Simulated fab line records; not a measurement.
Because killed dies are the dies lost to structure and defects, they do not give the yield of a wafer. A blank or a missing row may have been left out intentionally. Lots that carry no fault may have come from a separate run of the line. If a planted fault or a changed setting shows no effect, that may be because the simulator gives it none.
Which of the tools did it? + flow n5 finfet + Sampling: 10 lots, 29 wafers, 4 of 1938 route steps

== WHAT THE GAUGES READ, wafer by wafer ==
N5_BEOL_M4_RC_MEAS_101. Usual: DIBL_N 36.4 mV/V, standard deviation 1.5; DIBL_P 36.4 mV/V, standard deviation 1.6; IOFF_N 0.164 nA/um, standard deviation 0.025; IOFF_P 0.214 nA/um, standard deviation 0.028; IOFF_P_85C 3.7 nA/um, standard deviation 0.41; IOFF_P_LIN 0.101 nA/um, standard deviation 0.011; ION_N 675 uA/um, standard deviation 9.9; ION_P 463 uA/um, standard deviation 6.5; REXT_P 100.7 ohm.um, standard deviation 2.7; SS_N 71.5 mV/dec, standard deviation 0.5; SS_P 73.3 mV/dec, standard deviation 0.56; VT_N 249.2 mV, standard deviation 2.7; VT_P -250.1 mV, standard deviation 2.8; VT_P_LVT -98.6 mV, standard deviation 2.2.
| lot  | measured     | on        | DIBL_N (mV/V)  | DIBL_P (mV/V)  | IOFF_N (nA/um)    | IOFF_P (nA/um)    | IOFF_P_85C (nA/um) | IOFF_P_LIN (nA/um) | ION_N (uA/um) | ION_P (uA/um) | REXT_P (ohm.um)   | SS_N (mV/dec)  | SS_P (mV/dec)  | VT_N (mV)         | VT_P (mV)            | VT_P_LVT (mV)       | flag |
|------|--------------|-----------|----------------|----------------|-------------------|-------------------|--------------------|--------------------|---------------|---------------|-------------------|----------------|----------------|-------------------|----------------------|---------------------|------|
| L688 | day 9 03:50  | prober-01 | 36.7 38.0 37.8 | 33.8 35.8 35.7 | 0.152 0.176 0.173 | 0.187 0.214 0.210 | 3.3 3.7 3.7        | 0.091 0.100 0.101  | 670 691 678   | 459 470 457   | 103.1 104.3 102.7 | 71.3 71.4 72.0 | 72.3 74.1 73.6 | 250.7 247.4 246.8 | -252.1 -250.6 -251.4 | -100.9 -99.1 -99.5  |      |
| L691 | day 9 21:47  | prober-01 | 35.3 35.9 35.8 | 38.5 37.9 37.8 | 0.150 0.158 0.153 | 0.253 0.246 0.246 | 4.4 4.3 4.3        | 0.123 0.119 0.118  | 665 671 669   | 468 469 462   | 100.3 101.8 99.8  | 71.6 71.8 71.8 | 73.5 74.0 73.8 | 251.1 251.9 252.0 | -244.9 -246.6 -245.0 | -97.7 -97.6 -97.3   |      |
| L692 | day 10 00:44 | prober-01 | 38.2 38.7 38.6 | 35.8 36.1 36.6 | 0.172 0.184 0.187 | 0.221 0.239 0.254 | 3.8 4.0 4.2        | 0.105 0.111 0.117  | 674 681 675   | 459 470 465   | 97.1 96.4 96.7    | 72.2 72.0 71.8 | 73.0 73.4 73.6 | 249.4 246.6 245.5 | -249.3 -247.6 -248.3 | -97.0 -96.4 -94.2   |      |
| L694 | day 10 18:33 | prober-01 | 35.4 36.5 34.9 | 35.3 37.1 34.9 | 0.159 0.188 0.156 | 0.232 0.260 0.230 | 3.9 4.3 3.9        | 0.109 0.118 0.111  | 683 695 667   | 478 477 460   | 99.4 99.5 99.7    | 72.0 72.6 72.1 | 73.2 73.9 73.2 | 249.1 244.5 248.4 | -247.9 -246.2 -246.7 | -96.9 -96.2 -97.4   |      |
| L695 | day 11 01:11 | prober-01 | 35.4 33.9 36.6 | 35.4 34.3 37.4 | 0.137 0.121 0.166 | 0.176 0.169 0.209 | 3.1 3.0 3.6        | 0.083 0.081 0.094  | 668 661 668   | 456 455 452   | 98.9 99.2 99.8    | 70.9 70.4 71.3 | 72.5 73.0 73.3 | 254.7 255.1 247.1 | -254.9 -252.1 -252.9 | -102.7 -102.3 -99.4 |      |
| L696 | day 11 04:34 | prober-01 | 31.7 33.6 34.8 | 32.8 35.4 36.4 | 0.103 0.128 0.140 | 0.155 0.193 0.198 | 2.8 3.4 3.5        | 0.081 0.095 0.095  | 652 664 672   | 451 465 470   | 104.1 104.4 102.9 | 70.7 70.8 70.8 | 71.8 72.8 73.1 | 256.0 252.9 250.1 | -251.5 -250.6 -249.8 | -101.3 -97.6 -97.6  |      |
| L697 | day 11 03:19 | prober-01 | 37.4 37.2 37.9 | 38.4 38.6 38.8 | 0.186 0.181 0.203 | 0.244 0.239 0.244 | 4.0 4.0 4.1        | 0.111 0.111 0.111  | 676 677 679   | 466 464 458   | 97.1 95.7 97.4    | 71.7 71.7 72.0 | 73.3 73.4 73.5 | 248.0 249.7 248.6 | -251.3 -250.6 -246.8 | -94.1 -95.0 -95.7   |      |
| L699 | day 12 05:47 | prober-02 | 36.1 34.7 36.1 | 35.7 44.1 46.2 | 0.175 0.146 0.174 | 0.209 0.590 0.653 | 3.7 8.9 9.5        | 0.096 0.222 0.231  | 686 675 682   | 466 513 508   | 103.4 87.6 88.3   | 71.6 71.5 71.4 | 72.9 74.4 75.8 | 244.6 250.2 249.9 | -251.3 -232.2 -232.7 | -99.8 -82.4 -81.7   | OFF  |
| L703 | day 13 00:23 | prober-01 | 37.0 36.1      | 37.4 46.7      | 0.161 0.150       | 0.218 0.626       | 3.8 9.1            | 0.100 0.228        | 674 677       | 463 513       | 99.9 85.4         | 71.5 72.0      | 73.1 75.0      | 247.9 247.4       | -252.6 -231.0        | -96.5 -78.8         | OFF  |
| L706 | day 13 15:23 | prober-02 | 37.4 36.6 37.8 | 37.1 36.1 36.8 | 0.184 0.164 0.174 | 0.225 0.212 0.218 | 4.0 3.7 3.8        | 0.108 0.099 0.103  | 675 674 678   | 464 457 459   | 102.6 102.9 104.3 | 71.4 71.6 71.2 | 73.8 73.7 74.1 | 246.9 251.0 249.6 | -250.5 -251.4 -249.9 | -96.2 -96.5 -97.3   |      |

N5_BEOL_M5_THK_MEAS_01. Usual: M5_ILD_THK typically reads 121.3 nm, with standard deviation 1.4.
| lot  | measured     | on            | M5_ILD_THK (nm)   | flag |
|------|--------------|---------------|-------------------|------|
| L688 | day 9 04:55  | film metro-01 | 120.9 123.2 122.0 |      |
| L691 | day 9 23:10  | film metro-02 | 121.6 120.9 123.5 |      |
| L692 | day 10 02:16 | film metro-02 | 120.6 120.0 121.8 |      |
| L694 | day 10 20:07 | film metro-01 | 121.0 120.1 123.1 |      |
| L695 | day 11 02:44 | film metro-02 | 120.9 121.6 123.1 |      |
| L696 | day 11 05:47 | film metro-02 | 120.1 121.7 121.4 |      |
| L697 | day 11 04:52 | film metro-01 | 121.6 120.7 119.1 |      |
| L699 | day 12 07:20 | film metro-01 | 119.9 120.1 120.8 |      |
| L703 | day 13 02:04 | film metro-02 | 121.6 122.4       |      |
| L706 | day 13 16:38 | film metro-01 | 120.9 121.4 122.9 |      |

== TOOL THAT RAN EACH LOT (tool first, then ch and the chambers of the sampled wafers, then the start) ==
| lot  | N5_SD_EPI_P_VAPOR_ETCH_44      | N5_BEOL_M5_ILD_DEP_00           |
|------|--------------------------------|---------------------------------|
| L688 | epi rpcvd-02 ch 0, day 4 14:14 | pecvd-03 ch 0,1,2, day 9 04:21  |
| L691 | epi rpcvd-04 ch 0, day 5 06:05 | pecvd-04 ch 0,1, day 9 22:36    |
| L692 | epi rpcvd-04 ch 0, day 5 12:45 | pecvd-03 ch 0,1,2, day 10 01:42 |
| L694 | epi rpcvd-01 ch 0, day 6 01:49 | pecvd-04 ch 0,1,2, day 10 19:31 |
| L695 | epi rpcvd-04 ch 0, day 6 06:41 | pecvd-04 ch 0,2, day 11 02:10   |
| L696 | epi rpcvd-04 ch 0, day 6 13:44 | pecvd-03 ch 0,1,2, day 11 05:13 |
| L697 | epi rpcvd-04 ch 0, day 6 19:10 | pecvd-04 ch 0,1,2, day 11 04:18 |
| L699 | epi rpcvd-04 ch 0, day 7 07:00 | pecvd-04 ch 0,1,2, day 12 06:46 |
| L703 | epi rpcvd-04 ch 0, day 8 05:34 | pecvd-04 ch 0,2, day 13 01:20   |
| L706 | epi rpcvd-02 ch 0, day 9 02:40 | pecvd-04 ch 0,1,2, day 13 16:03 |
- N5_SD_EPI_P_VAPOR_ETCH_44: etches SiGe30 in NF3/Ar, time 3.3 s.
- N5_BEOL_M5_ILD_DEP_00: deposits SiCOH lowk from DEMS/porogen, target thk 140.64 nm, time 25.9 s.

== AS READ BY THE TOOLS THEMSELVES (means over the sampled wafers that have a number; for cases with no such wafer, the mark the record gives instead) ==
N5_BEOL_M5_ILD_DEP_00. Usual: heater power w 286 W, standard deviation 34; showerhead plenum p Torr 5.743 Torr, standard deviation 0.017; throttle valve pct 14.0 %, standard deviation 0.52.
| lot  | tool     | heater power w (W) | showerhead plenum p Torr (Torr) | throttle valve pct (%) | flag |
|------|----------|--------------------|---------------------------------|------------------------|------|
| L688 | pecvd-03 | 302                | 5.745                           | 13.7                   |      |
| L691 | pecvd-04 | 271                | 5.719                           | 14.7                   |      |
| L692 | pecvd-03 | 294                | 5.749                           | 13.8                   |      |
| L694 | pecvd-04 | 255                | 5.744                           | 14.4                   |      |
| L695 | pecvd-04 | 289                | 5.761                           | 14.1                   |      |
| L696 | pecvd-03 | 264                | 5.746                           | 13.8                   |      |
| L697 | pecvd-04 | 277                | 5.743                           | 14.4                   |      |
| L699 | pecvd-04 | 286                | 5.726                           | 14.6                   |      |
| L703 | pecvd-04 | 263                | 5.751                           | 14.1                   |      |
| L706 | pecvd-04 | 273                | 5.741                           | 14.4                   |      |

== THE ANSWER, worked out from the rows above alone ==
Rule: take the mean of a lot's wafers that have a number; if it is more than 3 standard deviations from the usual mean, the lot is off. Also off: a lot with no number at a reading for which 4 or more lots have one. The other lots that the step has rows for count as sound. First the gauges in route order, then the tools' own readings, where a lot's mean is used as printed above. At the first step where some lot is off, the reading lying furthest off is the one used; lots without a number count as furthest.
Off: at N5_BEOL_M4_RC_MEAS_101 (IOFF_P), L699, L703.
If a tool, at a process step before that reading, ran all the lots that are off and no sound lot after the first of them, it fits. Those tools and the gauges at N5_BEOL_M4_RC_MEAS_101 are tried in the same way. One fits: epi rpcvd-04 at N5_SD_EPI_P_VAPOR_ETCH_44. A fault onset in the window from L697 (day 6 19:10, its last sound lot) to L699 (day 7 07:00, its first lot off) fits.

== WHAT THE SIMULATOR HAD PUT IN ==
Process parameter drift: epi rpcvd-04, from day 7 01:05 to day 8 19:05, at N5_SD_EPI_P_VAPOR_ETCH_44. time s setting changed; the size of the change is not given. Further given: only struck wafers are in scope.
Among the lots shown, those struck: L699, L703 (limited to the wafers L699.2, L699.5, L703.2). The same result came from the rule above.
